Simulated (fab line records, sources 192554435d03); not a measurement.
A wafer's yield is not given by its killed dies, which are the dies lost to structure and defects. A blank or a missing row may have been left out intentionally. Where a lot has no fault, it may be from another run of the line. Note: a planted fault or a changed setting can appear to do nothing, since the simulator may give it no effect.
Chamber matching || flow n5_finfet || N5_BEOL_M9_PECVD_70 on pecvd-04: 3 sister chambers
The step deposits SiO2 from TEOS/O2, target thk 20 nm, time 22.7 s. 6 wafers are shown with their chamber, then 11 later ones without.

WAFERS, EACH WITH ITS CHAMBER
{"wafer": "L079.4", "chamber": 2, "showerhead_plenum_p_Torr (Torr)": 8.68, "throttle_valve_pct (%)": 23.3}
{"wafer": "L081.6", "chamber": 0, "showerhead_plenum_p_Torr (Torr)": 8.69, "throttle_valve_pct (%)": 23.0}
{"wafer": "L083.1", "chamber": 2, "showerhead_plenum_p_Torr (Torr)": 8.72, "throttle_valve_pct (%)": 23.2}
{"wafer": "L083.2", "chamber": 1, "showerhead_plenum_p_Torr (Torr)": 8.85, "throttle_valve_pct (%)": 21.8}
{"wafer": "L083.6", "chamber": 1, "showerhead_plenum_p_Torr (Torr)": 8.87, "throttle_valve_pct (%)": 22.2}
{"wafer": "L088.1", "chamber": 0, "showerhead_plenum_p_Torr (Torr)": 8.70, "throttle_valve_pct (%)": 23.1}

WAFERS WHOSE CHAMBER IS MISSING
{"wafer": "L088.4", "showerhead_plenum_p_Torr (Torr)": 8.70, "throttle_valve_pct (%)": 23.1}
{"wafer": "L088.5", "showerhead_plenum_p_Torr (Torr)": 8.72, "throttle_valve_pct (%)": 23.6}
{"wafer": "L091.2", "showerhead_plenum_p_Torr (Torr)": 8.90, "throttle_valve_pct (%)": 22.1}
{"wafer": "L091.3", "showerhead_plenum_p_Torr (Torr)": 8.88, "throttle_valve_pct (%)": 22.3}
{"wafer": "L091.6", "showerhead_plenum_p_Torr (Torr)": 8.86, "throttle_valve_pct (%)": 22.0}
{"wafer": "L090.3", "showerhead_plenum_p_Torr (Torr)": 8.89, "throttle_valve_pct (%)": 22.2}
{"wafer": "L090.4", "showerhead_plenum_p_Torr (Torr)": 8.71, "throttle_valve_pct (%)": 22.6}
{"wafer": "L090.5", "showerhead_plenum_p_Torr (Torr)": 8.89, "throttle_valve_pct (%)": 22.0}
{"wafer": "L096.2", "showerhead_plenum_p_Torr (Torr)": 8.69, "throttle_valve_pct (%)": 22.7}
{"wafer": "L096.5", "showerhead_plenum_p_Torr (Torr)": 8.70, "throttle_valve_pct (%)": 23.4}
{"wafer": "L096.6", "showerhead_plenum_p_Torr (Torr)": 8.86, "throttle_valve_pct (%)": 22.0}

EACH ONE'S CHAMBER
{"wafer": "L088.4", "from the rows above": "can't be placed: 0 or 2", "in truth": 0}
{"wafer": "L088.5", "from the rows above": "can't be placed: 2 or 0", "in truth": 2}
{"wafer": "L091.2", "from the rows above": 1, "in truth": 1}
{"wafer": "L091.3", "from the rows above": 1, "in truth": 1}
{"wafer": "L091.6", "from the rows above": 1, "in truth": 1}
{"wafer": "L090.3", "from the rows above": 1, "in truth": 1}
{"wafer": "L090.4", "from the rows above": "can't be placed: 0 or 2", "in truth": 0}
{"wafer": "L090.5", "from the rows above": 1, "in truth": 1}
{"wafer": "L096.2", "from the rows above": "can't be placed: 0 or 2", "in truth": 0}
{"wafer": "L096.5", "from the rows above": "can't be placed: 2 or 0", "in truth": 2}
{"wafer": "L096.6", "from the rows above": 1, "in truth": 1}
Placed correctly: 6 of 11. From these rows, 5 cannot be placed; in 5 the true chamber is one of the candidates. 0 placed wrongly.
How it was worked out, from the rows above alone: a wafer's distance from a chamber is the root of the sum, over the readings, of the square of ((its reading less the chamber's mean) divided by the reading's scatter). If the next closest chamber is less than 2 further off than the closest, the wafer can't be placed; otherwise it belongs to the closest. The mean given for a chamber averages the wafers shown for that chamber. How the scatter is found: for the shown wafers, subtract from each reading the mean of its chamber, square and add these, divide the total by (wafers less chambers), then take the root.
